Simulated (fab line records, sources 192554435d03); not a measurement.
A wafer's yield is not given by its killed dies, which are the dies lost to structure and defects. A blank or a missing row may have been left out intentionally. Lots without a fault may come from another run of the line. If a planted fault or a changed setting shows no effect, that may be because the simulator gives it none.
Problem report in the 8D (eight disciplines) form, filled by code :: flow n5Finfet :: the parts of the form that need people (team, actions taken, sign-off) are left out

== 1. PROBLEM STATEMENT ==
At N5_BEOL_M3_INSPECT_30, rawDefectCount averages 1659 over 6 wafers from 2 lots, while fault-free wafers read 415, standard deviation 95. That is +13 standard deviations from the usual mean.
The step: inspects for defects (brightfield).
Seen first at day 13 00:11 on defectInspect-02, wafer L208.1. At this step, 12 wafers from 4 lots have a number in the record. Rule for "out" (also "out of limits"): further than 4 standard deviations from the usual mean. The rest of the wafers with a number are treated as sound.

== 2. WHAT IT IS AND WHAT IT IS NOT ==
question: which readings at this step
is: rawDefectCount
is not: -

question: which lots
is: L208, L209
is not: L192, L199

question: which wafers of those lots
is: all that have a number
is not: -

question: read on which gauges
is: defectInspect-02
is not: defectInspect-01

question: when
is: from day 13 00:11
is not: up to then (6 sound wafers)

== 3. SUSPECTS, AND WHAT RULES EACH OUT ==
Counting: any tool at a process step up to the reading is kept as a suspect provided that every lot that is out went through it and no sound lot did after the first of them.
- the gauge at N5_BEOL_M3_INSPECT_30 is ruled out. All the wafers that are out were read on defectInspect-02, but those of them that N5_PASSIVATION_PROBE_49 has rows for are out there too, on other tools.
- rieDiel-03 at N5_BEOL_M3_ETCH_74 (etches underlayer in N2/H2, target depth 6.5 nm, time 5.2 s): kept. It processed each lot that is out, first L208 at day 12 23:14, and no sound lot thereafter; up to then, the last sound lot it processed was L199 at day 10 12:34.
The count leaves rieDiel-03 at N5_BEOL_M3_ETCH_74.

== 4. THE CAUSE (what the simulator had put in) ==
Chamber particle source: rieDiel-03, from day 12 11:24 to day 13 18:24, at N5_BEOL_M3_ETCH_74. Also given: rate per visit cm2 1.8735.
The count eliminated every tool but this one.

== 5. SEQUENCE OF EFFECTS, ordered by route ==
One row per reading whose mean, taken over the struck wafers that have a number, lies over 3 standard deviations from the usual. Scope: only readings with a usual standard deviation given in the record; hours: median across lots of the time from each lot's start at the first step in this table that gives one to its start at this step; sigmas: change in usual standard deviations.
hours: 0
step: N5_BEOL_M3_INSPECT_30
reading: rawDefectCount
usual: 415
on struck wafers: 1659
change: +1244
sigmas: +13

hours: 139
step: N5_PASSIVATION_PROBE_49
reading: defectLimitedYield
usual: 91.5 %
on struck wafers: 83.4
change: -8.1
sigmas: -5.8

hours: 139
step: N5_PASSIVATION_PROBE_49
reading: killed_at_M0_to_M3
usual: 32
on struck wafers: 127
change: +95
sigmas: +8.7

hours: 139
step: N5_PASSIVATION_PROBE_49
reading: killedDies
usual: 100
on struck wafers: 196
change: +96
sigmas: +5.6

hours: 139
step: N5_PASSIVATION_PROBE_49
reading: killedOnRim
usual: 13
on struck wafers: 28
change: +15
sigmas: +3.9

hours: 139
step: N5_PASSIVATION_PROBE_49
reading: sort_bin_5_function
usual: 5.0 %
on struck wafers: 9.8
change: +4.8
sigmas: +5.0

hours: 139
step: N5_PASSIVATION_PROBE_49
reading: sortNPass
usual: 1079
on struck wafers: 984
change: -95
sigmas: -5.6

hours: 139
step: N5_PASSIVATION_PROBE_49
reading: sortYieldPct
usual: 91.4 %
on struck wafers: 83.4
change: -8.0
sigmas: -5.4
Process steps it contains:
- N5_PASSIVATION_PROBE_49
Later steps that measure or inspect, where all struck wafers having a row at the step show a number for every such reading and not one has moved that far: N5_BEOL_M4_RC_MEAS_101.

== 6. HOW IT WOULD HAVE BEEN CAUGHT EARLIER ==
13 hours passed between the start of the fault at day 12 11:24 and the first reading out of limits at a measuring or inspecting step in this record, taken at day 13 00:11.
No tool reading at N5_BEOL_M3_ETCH_74 that has a usual standard deviation in the record was out on any struck wafer, so an alarm limit of 4 standard deviations on those readings would not have fired.
The start of N5_BEOL_M3_ETCH_74 on rieDiel-03 came by day 13 00:11 for every one of the lots that are out (2). A hold on the tool at that time would have spared none of them.
